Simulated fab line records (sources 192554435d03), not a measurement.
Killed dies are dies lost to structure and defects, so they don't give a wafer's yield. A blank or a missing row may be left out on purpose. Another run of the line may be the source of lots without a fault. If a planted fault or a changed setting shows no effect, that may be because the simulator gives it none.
The tool behind it: which one? | flow n5Finfet | 28 wafers from 10 lots sampled at 6 of the route's 1938 steps

== WHAT THE GAUGES SHOWED, per wafer ==
N5_BEOL_M0_SAQP_CD_MEAS_14: target cd 42.5 nm.
lot  | measured     | on       | cdNm (nm)
L438 | day 5 16:07  | cdSem-02 | 41.5 41.9 41.6
L439 | day 5 18:14  | cdSem-03 | 42.4 42.3 42.3
L443 | day 6 21:44  | cdSem-02 | 42.2 42.0 42.2
L444 | day 6 23:11  | cdSem-02 | 43.0 42.1 42.5
L448 | day 8 04:23  | cdSem-02 | 42.5 42.6 42.3
L450 | day 8 16:20  | cdSem-03 | 42.2 42.7 42.4
L451 | day 8 22:01  | cdSem-03 | 37.1 42.3 37.1
L454 | day 9 13:35  | cdSem-01 | 37.7 37.0
L455 | day 9 19:59  | cdSem-03 | 42.5 36.9
L459 | day 10 19:09 | cdSem-01 | 42.7 42.8 42.5

N5_BEOL_M4_RC_MEAS_101.
lot  | measured     | on        | DIBL_N (mV/V)  | DIBL_P (mV/V)  | IOFF_N (nA/um)    | IOFF_P (nA/um) | ION_N (uA/um) | ION_P (uA/um) | SS_N (mV/dec)  | SS_P (mV/dec)  | VT_N (mV)   | VT_P (mV)
L438 | day 7 21:32  | prober-01 | 35.2 33.2 33.7 | 35.4 33.1 34.3 | 0.146 0.118 0.132 | 0.20 0.16 0.19 | 668 661 667   | 470 461 458   | 71.2 70.4 71.0 | 73.2 73.0 72.7 | 252 254 252 | -250 -253 -250
L439 | day 8 05:31  | prober-01 | 33.3 35.7 35.2 | 32.2 35.4 34.4 | 0.102 0.135 0.136 | 0.17 0.20 0.20 | 653 654 666   | 460 456 459   | 70.6 72.1 71.4 | 72.2 73.7 72.7 | 256 254 254 | -253 -251 -249
L443 | day 8 22:27  | prober-01 | 34.8 37.8 35.3 | 33.7 38.1 34.2 | 0.118 0.169 0.136 | 0.18 0.24 0.18 | 652 669 672   | 454 465 463   | 71.3 72.4 71.1 | 73.1 73.7 72.9 | 255 250 250 | -252 -246 -252
L444 | day 9 11:20  | prober-02 | 39.3 36.9 38.1 | 39.6 36.2 36.6 | 0.205 0.154 0.160 | 0.27 0.21 0.21 | 676 662 662   | 471 456 455   | 72.0 71.2 71.5 | 75.0 74.1 74.0 | 248 254 254 | -247 -253 -254
L448 | day 10 11:10 | prober-02 | 32.3 34.6 34.7 | 32.4 35.4 35.3 | 0.112 0.156 0.142 | 0.19 0.23 0.22 | 658 682 660   | 462 467 459   | 70.2 71.0 71.6 | 72.7 73.5 73.2 | 254 250 252 | -249 -247 -247
L450 | day 10 22:46 | prober-02 | 35.4 33.6 35.8 | 35.3 34.6 36.7 | 0.164 0.139 0.188 | 0.23 0.23 0.27 | 678 672 695   | 467 474 480   | 71.0 70.8 71.8 | 72.4 72.7 73.8 | 247 248 246 | -245 -247 -245
L451 | day 11 03:14 | prober-01 | 36.4 34.0 35.7 | 37.6 35.2 37.5 | 0.171 0.133 0.155 | 0.28 0.25 0.28 | 694 680 688   | 480 485 480   | 71.3 70.9 71.4 | 73.8 73.3 74.7 | 248 249 248 | -240 -243 -244
L454 | day 11 23:07 | prober-02 | 38.2 34.4      | 39.8 35.9      | 0.180 0.121       | 0.26 0.20      | 676 663       | 466 460       | 71.8 70.9      | 73.4 72.9      | 248 253     | -246 -250
L455 | day 12 10:09 | prober-02 | 38.8 37.1      | 38.5 36.2      | 0.179 0.156       | 0.24 0.22      | 675 687       | 463 470       | 71.9 71.3      | 73.6 72.2      | 249 248     | -250 -248
L459 | day 13 08:37 | prober-02 | 34.3 34.2 34.4 | 34.3 33.8 34.6 | 0.137 0.136 0.143 | 0.20 0.19 0.21 | 671 672 675   | 463 468 472   | 71.6 70.3 70.9 | 73.4 72.6 73.2 | 252 250 249 | -247 -249 -245

== WHAT TOOL EACH LOT RAN ON (gives the tool, then ch and the chambers of the sampled wafers, and finally the start) ==
lot  | N5_MOL_CONTACT_COAG_CMP_52    | N5_BEOL_M0_SAQP_PECVD_00        | N5_BEOL_M0_SAQP_PECVD_04       | N5_BEOL_M0_SAQP_PEB_12
L438 | cmp-04 ch 1,2,3, day 5 08:12  | pecvd-04 ch 0,2, day 5 14:17    | pecvd-03 ch 0,1, day 5 15:40   | lithoTrack-02 ch 0, day 5 16:03
L439 | cmp-01 ch 0,1, day 5 13:29    | pecvd-02 ch 0,1,2, day 5 17:17  | pecvd-02 ch 1,2, day 5 17:47   | lithoTrack-02 ch 0, day 5 18:10
L443 | cmp-04 ch 1,2,3, day 6 15:19  | pecvd-03 ch 0,1, day 6 18:59    | pecvd-04 ch 0,1, day 6 21:09   | lithoTrack-03 ch 0, day 6 21:40
L444 | cmp-04 ch 0,1,3, day 6 18:06  | pecvd-02 ch 1,2, day 6 21:59    | pecvd-04 ch 0,1,2, day 6 22:44 | lithoTrack-03 ch 0, day 6 23:07
L448 | cmp-01 ch 0,1,3, day 7 22:45  | pecvd-03 ch 0,1, day 8 02:22    | pecvd-04 ch 1,2, day 8 03:48   | lithoTrack-02 ch 0, day 8 04:19
L450 | cmp-01 ch 0,1,2, day 8 11:23  | pecvd-02 ch 1,2, day 8 15:00    | pecvd-03 ch 1,2, day 8 15:53   | lithoTrack-05 ch 0, day 8 16:16
L451 | cmp-03 ch 0,3, day 8 14:26    | pecvd-02 ch 1,2, day 8 18:04    | pecvd-03 ch 1,2, day 8 21:31   | lithoTrack-02 ch 0, day 8 21:56
L454 | cmp-03 ch 0, day 9 07:39      | pecvd-02 ch 1, day 9 11:49      | pecvd-04 ch 2, day 9 13:08     | lithoTrack-02 ch 0, day 9 13:32
L455 | cmp-03 ch 1,3, day 9 14:02    | pecvd-04 ch 0,2, day 9 17:40    | pecvd-03 ch 0,1, day 9 19:22   | lithoTrack-02 ch 0, day 9 19:55
L459 | cmp-03 ch 0,1,2, day 10 10:30 | pecvd-03 ch 0,1,2, day 10 14:11 | pecvd-02 ch 0,1, day 10 18:32  | lithoTrack-05 ch 0, day 10 19:05
- N5_MOL_CONTACT_COAG_CMP_52: polishes, stops on SiO2, t overpolish 1.5 s, target thk 66.5 nm.
- N5_BEOL_M0_SAQP_PECVD_00: deposits SiCN from 3MS/NH3, target thk 8 nm, time 14 s.
- N5_BEOL_M0_SAQP_PECVD_04: deposits a-Si from SiH4/He, target thk 60 nm, time 60.2 s.
- N5_BEOL_M0_SAQP_PEB_12: peb time 60 s.

== WHAT THE TOOLS THEMSELVES READ (means of the sampled wafers that have a number; where no wafer has one, the mark that the record gives instead) ==
N5_MOL_CONTACT_COAG_CMP_52.
lot  | tool   | motorCurrentA (A) | overpolishRunS (s) | slurryFilterDpKPa (kPa) | timeToEndpointS (s)
L438 | cmp-04 | 12.2              | 1.499              | 13.52                   | 12.5
L439 | cmp-01 | 13.7              | 1.502              | 13.51                   | 13.8
L443 | cmp-04 | 11.9              | 1.498              | 13.59                   | 13.4
L444 | cmp-04 | 12.0              | 1.510              | 13.38                   | 13.8
L448 | cmp-01 | 13.0              | 1.496              | 13.48                   | 13.8
L450 | cmp-01 | 12.4              | 1.505              | 13.53                   | 14.5
L451 | cmp-03 | 11.4              | 1.500              | 13.52                   | 15.9
L454 | cmp-03 | 11.1              | 1.511              | 13.59                   | 12.6
L455 | cmp-03 | 12.5              | 1.495              | 13.61                   | 12.1
L459 | cmp-03 | 12.3              | 1.500              | 13.57                   | 13.9

N5_BEOL_M0_SAQP_PECVD_00.
lot  | tool     | showerheadPlenumPTorr (Torr) | throttleValvePct (%)
L438 | pecvd-04 | 3.669                        | 8.9
L439 | pecvd-02 | 3.682                        | 9.0
L443 | pecvd-03 | 3.656                        | 8.8
L444 | pecvd-02 | 3.681                        | 9.2
L448 | pecvd-03 | 3.653                        | 8.8
L450 | pecvd-02 | 3.691                        | 9.3
L451 | pecvd-02 | 3.678                        | 9.4
L454 | pecvd-02 | 3.676                        | 9.6
L455 | pecvd-04 | 3.667                        | 8.7
L459 | pecvd-03 | 3.654                        | 8.9

N5_BEOL_M0_SAQP_PECVD_04.
lot  | tool     | heaterPowerW (W) | showerheadPlenumPTorr (Torr) | throttleValvePct (%)
L438 | pecvd-03 | 686              | 5.61                         | 17.7
L439 | pecvd-02 | 576              | 5.74                         | 18.8
L443 | pecvd-04 | 514              | 5.67                         | 18.0
L444 | pecvd-04 | 590              | 5.66                         | 17.6
L448 | pecvd-04 | 561              | 5.65                         | 17.3
L450 | pecvd-03 | 718              | 5.66                         | 18.0
L451 | pecvd-03 | 660              | 5.65                         | 17.9
L454 | pecvd-04 | 634              | 5.66                         | 16.6
L455 | pecvd-03 | 671              | 5.62                         | 17.9
L459 | pecvd-02 | 673              | 5.70                         | 18.2

N5_BEOL_M0_SAQP_PEB_12.
lot  | tool          | exhaustPa (Pa)
L438 | lithoTrack-02 | 44.4
L439 | lithoTrack-02 | 45.4
L443 | lithoTrack-03 | 45.6
L444 | lithoTrack-03 | 43.7
L448 | lithoTrack-02 | 44.9
L450 | lithoTrack-05 | 45.5
L451 | lithoTrack-02 | 45.8
L454 | lithoTrack-02 | 45.5
L455 | lithoTrack-02 | 45.0
L459 | lithoTrack-05 | 43.4

== THE ANSWER, worked out from the rows above alone ==
Rule: the lots themselves supply what counts as usual. Put in order of their means at a reading, lots are off if they are a third of the lots or fewer, leave a main group of 4 or more, and stand apart from it by a gap of 3 or more times the standard deviation of the main group's means; of several such gaps the widest counts. The tables above print the reading to a certain number of digits; a main group whose means all agree to those digits is not used. A lot without any number at a reading at which 4 lots or more have one is off too. Any other lot the step has rows for is counted as sound. The gauges are gone through in route order, then the tools' own readings, and for those a lot's mean is taken as printed above. At the first step where some lot is off, the reading lying furthest off is the one used; lots without a number count as furthest.
Off: L451, L454, L455, at N5_BEOL_M0_SAQP_CD_MEAS_14 (cdNm). Mean 42.3 nm and standard deviation 0.31 in the main group.
If a tool, at a process step before that reading, ran all the lots that are off and no sound lot after the first of them, it fits. The gauges at N5_BEOL_M0_SAQP_CD_MEAS_14 are tried like those tools. One fits: N5_BEOL_M0_SAQP_PEB_12 on lithoTrack-02. Its last sound lot is L448 (day 8 04:19), its first lot that is off L451 (day 8 21:56): a fault that began between those two fits.

== WHAT HAD BEEN PUT IN BY THE SIMULATOR ==
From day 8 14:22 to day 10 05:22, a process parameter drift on lithoTrack-02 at N5_BEOL_M0_SAQP_PEB_12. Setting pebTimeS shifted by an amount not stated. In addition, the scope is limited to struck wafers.
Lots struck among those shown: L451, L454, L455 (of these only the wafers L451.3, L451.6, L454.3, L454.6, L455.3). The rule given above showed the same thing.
